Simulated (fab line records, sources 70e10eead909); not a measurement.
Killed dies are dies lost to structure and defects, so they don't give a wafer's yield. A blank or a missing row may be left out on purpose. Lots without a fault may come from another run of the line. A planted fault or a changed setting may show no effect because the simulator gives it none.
A struck lot beside a sound one | flow nand_harc | 23 steps out of a route of 1302
Sound: wafers L125.2, L125.5, L125.6. Struck: wafers L137.1, L137.5, L137.6. The cause comes at the end.
At each step with rows: each side's tool, then ch and its chambers, then its first start. Under that, the readings that differ: sound wafers | struck wafers | difference of the means | sigmas: that difference in standard deviations of wafers without a fault.
alike: readings whose means differ by less than 2 such deviations, and words and numbers that are the same on both sides. not compared: withheld readings, readings that some wafer has no value for, bounds like >300 that may hide the same value, and numbers for which the record gives no deviation and whose values overlap.
The two part at a step that has a row with sigmas, a row that says differs or no value, or rows on one side only. Numbers that don't overlap but have no deviation are shown without sigmas and don't part them. A reading that every wafer of one side lacks parts them only if that side has two wafers or more.

NHARC_A_BLC_CVD_24: deposits W, target thk 150 nm, time 434 s.
  sound on cvd_w-02 ch 0,1; struck on cvd_w-02 ch 0,1
  alike: heater_power_w, throttle_valve_pct
NHARC_A_BLC_CMP_25: polishes, t overpolish 30 s, target thk 150 nm.
  sound on cmp-03 ch 2,3, day 25 20:26; struck on cmp-04 ch 0,3, day 31 04:29
  reading                | sound          | struck         | difference | sigmas
  time_to_endpoint_s (s) | 35.2 30.3 33.6 | 30.3 26.4 28.6 | -4.6       | -2
  alike: motor_current_A, overpolish_run_s, slurry_filter_dp_kPa
then, 1 step without rows for these wafers: NHARC_A_BLC_SRD_27.
NHARC_A_BLC_INSPECT_28:
  sound on defect_inspect-02, day 25 20:48; struck on defect_inspect-02, day 31 04:53
  alike: raw_defect_count
then, 7 steps without rows for these wafers: NHARC_A_M0_DEP_00 (deposits SiOC, target thk 150 nm); NHARC_A_M0_DEHYDRATE_01 (time 120 s); NHARC_A_M0_HMDS_02 (time 30 s); NHARC_A_M0_COAT_33 (time 65 s); NHARC_A_M0_COAT_03 (resist thk 90 nm); NHARC_A_M0_SOFTBAKE_04 (time 55 s); NHARC_A_M0_EBR_05.
NHARC_A_M0_EXPOSE_06: exposes mask A M0, target cd 80 nm.
  sound on arfi_scanner-02 ch 0, day 25 22:07; struck on arfi_scanner-02 ch 0, day 31 05:40
  reading              | sound             | struck            | difference | sigmas
  exposure_dose_mJ_cm2 | 83.20 83.12 83.19 | 50.75 50.82 50.79 | -32.38     | -99 or more
  alike: mask
then, 2 steps without rows for these wafers: NHARC_A_M0_PEB_07 (peb time 65 s); NHARC_A_M0_DEVELOP_08 (develop time 35 s).
NHARC_A_M0_CD_MEAS_09: target cd 80 nm.
  sound on cd_sem-02 ch 0, day 25 22:15; struck on cd_sem-03 ch 0
  reading    | sound          | struck         | difference | sigmas
  cd_nm (nm) | 80.5 80.5 80.0 | 47.0 46.9 47.6 | -33.2      | -39
  not compared: hold
NHARC_A_M0_OVL_MEAS_10: pitch 160 nm.
  sound on overlay-02, day 25 22:20; struck on overlay-01, day 31 09:08
  reading | sound | struck                                                                     | difference                   | sigmas
  hold    | - - - | await_dispo/3.1h/release await_dispo/3.1h/release await_dispo/3.1h/release | no value on the sound wafers |
  alike: overlay_x_nm, overlay_y_nm
NHARC_A_M0_INSPECT_11:
  sound on defect_inspect-01, day 25 22:22; struck on defect_inspect-01, day 31 09:10
  alike: raw_defect_count
NHARC_A_M0_DESCUM_14: chemistry O2, time 3 s.
  sound on rie_diel-09 ch 0,1,2, day 25 22:28; struck on rie_diel-09 ch 0,1,2, day 31 09:15
  reading               | sound             | struck            | difference | sigmas
  oes_product_au (a.u.) | 0.993 0.986 0.990 | 1.011 1.021 1.016 | +0.026     | +2
  model.A_M0.cd_nm (nm) | 80.7 80.43 80.45  | 46.65 46.48 47.56 | -33.63     |
  alike: drypump_motor_current_A, rf_vpp_V, showerhead_plenum_p_Torr, throttle_valve_pct
  not compared: rf_hours_counter_h
NHARC_A_M0_ETCH_34: etches the open film in N2/H2, target depth 40 nm, overetch 12 nm, time 43.94 s.
  sound on rie_diel-09 ch 0,2,3, day 25 22:32; struck on rie_diel-09 ch 0,3, day 31 09:19
  alike: drypump_motor_current_A, oes_product_au, rf_vpp_V, showerhead_plenum_p_Torr, throttle_valve_pct
  not compared: rf_hours_counter_h
NHARC_A_M0_ETCH_15: etches the open film in C4F8/Ar, target depth 150 nm, overetch 15 nm, time 82.5 s.
  sound on rie_diel-09 ch 1,2; struck on rie_diel-09 ch 0,1
  reading               | sound             | struck            | difference | sigmas
  model.A_M0.cd_nm (nm) | 81.11 80.43 79.59 | 46.76 46.48 47.38 | -33.50     |
  alike: oes_product_au, rf_vpp_V
  not compared: rf_hours_counter_h
NHARC_A_M0_CD_MEAS_16:
  sound on cd_sem-02, day 25 22:44; struck on cd_sem-01, day 31 09:43
  reading    | sound          | struck         | difference | sigmas
  cd_nm (nm) | 81.0 80.6 79.6 | 46.6 46.2 47.0 | -33.8      | -34
  not compared: hold
NHARC_A_M0_STRIP_18: strips in N2/H2.
  sound on rie_diel-02 ch 0,1, day 25 22:49; struck on rie_diel-04 ch 0,1,2, day 31 12:03
  reading | sound | struck                                                                     | difference                   | sigmas
  hold    | - - - | await_dispo/2.2h/release await_dispo/2.2h/release await_dispo/2.2h/release | no value on the sound wafers |
  alike: drypump_motor_current_A, oes_product_au, rf_vpp_V, showerhead_plenum_p_Torr, throttle_valve_pct
  not compared: rf_hours_counter_h
NHARC_END_SORT_01:
  the record has rows for the sound wafers here (prober-01 ch 0, day 27 14:57) and none for the struck ones

WHERE THEY PART
First at NHARC_A_BLC_CMP_25; last, within this record, at NHARC_END_SORT_01.

WHY: what the simulator had put in
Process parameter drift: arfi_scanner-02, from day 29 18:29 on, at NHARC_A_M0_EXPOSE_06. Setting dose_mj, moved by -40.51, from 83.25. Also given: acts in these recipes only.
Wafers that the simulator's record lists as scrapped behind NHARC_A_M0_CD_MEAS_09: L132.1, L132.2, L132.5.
